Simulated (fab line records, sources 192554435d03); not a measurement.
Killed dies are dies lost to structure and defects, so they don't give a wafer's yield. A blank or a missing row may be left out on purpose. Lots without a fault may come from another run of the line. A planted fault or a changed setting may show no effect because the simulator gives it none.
Chamber matching | flow n5_finfet | N5_GATE_CUT_PECVD_57 on pecvd-02: 3 sister chambers
The step deposits SiNx from SiH4/NH3/N2, target thk 21 nm. 33 wafers are shown with their chamber, then 12 later ones without.

WAFERS WITH THEIR CHAMBER
wafer  | chamber | throttle_valve_pct (%) | showerhead_plenum_p_Torr (Torr) | heater_power_w (W)
L074.1 | 0       | 42.5                   | 5.15                            | 849
L074.2 | 1       | 39.4                   | 5.22                            | 672
L074.3 | 1       | 39.0                   | 5.23                            | 671
L075.3 | 1       | 39.0                   | 5.23                            | 765
L075.4 | 0       | 42.8                   | 5.15                            | 855
L075.6 | 1       | 39.5                   | 5.22                            | 769
L076.3 | 2       | 38.4                   | 5.11                            | 813
L076.4 | 0       | 42.5                   | 5.16                            | 753
L076.6 | 2       | 38.3                   | 5.13                            | 792
L078.2 | 0       | 42.7                   | 5.15                            | 753
L078.4 | 2       | 38.3                   | 5.12                            | 831
L078.5 | 0       | 42.7                   | 5.15                            | 773
L079.3 | 1       | 39.3                   | 5.23                            | 756
L079.4 | 0       | 42.8                   | 5.14                            | 733
L079.6 | 1       | 39.0                   | 5.22                            | 742
L080.1 | 1       | 39.2                   | 5.23                            | 751
L080.4 | 2       | 38.5                   | 5.12                            | 927
L080.6 | 1       | 39.1                   | 5.23                            | 754
L081.1 | 2       | 38.3                   | 5.13                            | 870
L081.2 | 1       | 39.1                   | 5.23                            | 705
L081.5 | 0       | 42.6                   | 5.16                            | 850
L083.1 | 1       | 39.3                   | 5.24                            | 709
L083.2 | 2       | 38.6                   | 5.12                            | 893
L083.5 | 2       | 38.7                   | 5.12                            | 915
L084.1 | 1       | 39.5                   | 5.24                            | 763
L084.5 | 2       | 38.5                   | 5.12                            | 961
L084.6 | 1       | 39.2                   | 5.23                            | 761
L085.2 | 0       | 42.9                   | 5.15                            | 891
L085.4 | 0       | 42.8                   | 5.13                            | 888
L085.6 | 2       | 38.5                   | 5.11                            | 900
L088.2 | 1       | 39.3                   | 5.22                            | 691
L088.5 | 0       | 42.9                   | 5.15                            | 756
L088.6 | 1       | 39.3                   | 5.22                            | 702

SIGNATURES (means of the wafers above)
reading                  | chamber 0 | chamber 1 | chamber 2 | scatter within a chamber
throttle_valve_pct       | 42.720    | 39.229    | 38.456    | 0.158
showerhead_plenum_p_Torr | 5.1490    | 5.2279    | 5.1200    | 0.00758
heater_power_w           | 810.10    | 729.36    | 878.00    | 50.5
Rule: a wafer's distance from a chamber is the root of the sum, over the readings, of the square of ((its reading less the chamber's mean) divided by the reading's scatter). The wafer belongs to the nearest chamber; if the next one is less than 2 further off, it can't be placed. The scatter: the root of (the sum of the squares of (reading less its chamber's mean) over the shown wafers, divided by (wafers less chambers)).

WAFERS WITHOUT THEIR CHAMBER
wafer  | throttle_valve_pct (%) | showerhead_plenum_p_Torr (Torr) | heater_power_w (W)
L089.3 | 38.5                   | 5.11                            | 836
L089.4 | 39.2                   | 5.23                            | 685
L089.5 | 38.8                   | 5.12                            | 832
L093.1 | 38.4                   | 5.11                            | 892
L093.2 | 42.7                   | 5.15                            | 741
L093.3 | 39.3                   | 5.24                            | 730
L094.4 | 39.3                   | 5.25                            | 757
L094.5 | 38.5                   | 5.11                            | 973
L094.6 | 42.6                   | 5.15                            | 884
L096.1 | 38.8                   | 5.11                            | 807
L096.2 | 39.3                   | 5.22                            | 658
L096.4 | 42.8                   | 5.15                            | 817

WHICH CHAMBER EACH WENT THROUGH
wafer  | from the rows above | in truth
L089.3 | 2                   | 2
L089.4 | 1                   | 1
L089.5 | 2                   | 2
L093.1 | 2                   | 2
L093.2 | 0                   | 0
L093.3 | 1                   | 1
L094.4 | 1                   | 1
L094.5 | 2                   | 2
L094.6 | 0                   | 0
L096.1 | 2                   | 2
L096.2 | 1                   | 1
L096.4 | 0                   | 0
Placed correctly: 12 of 12. Can't be placed from these rows: 0. Placed wrongly: 0.
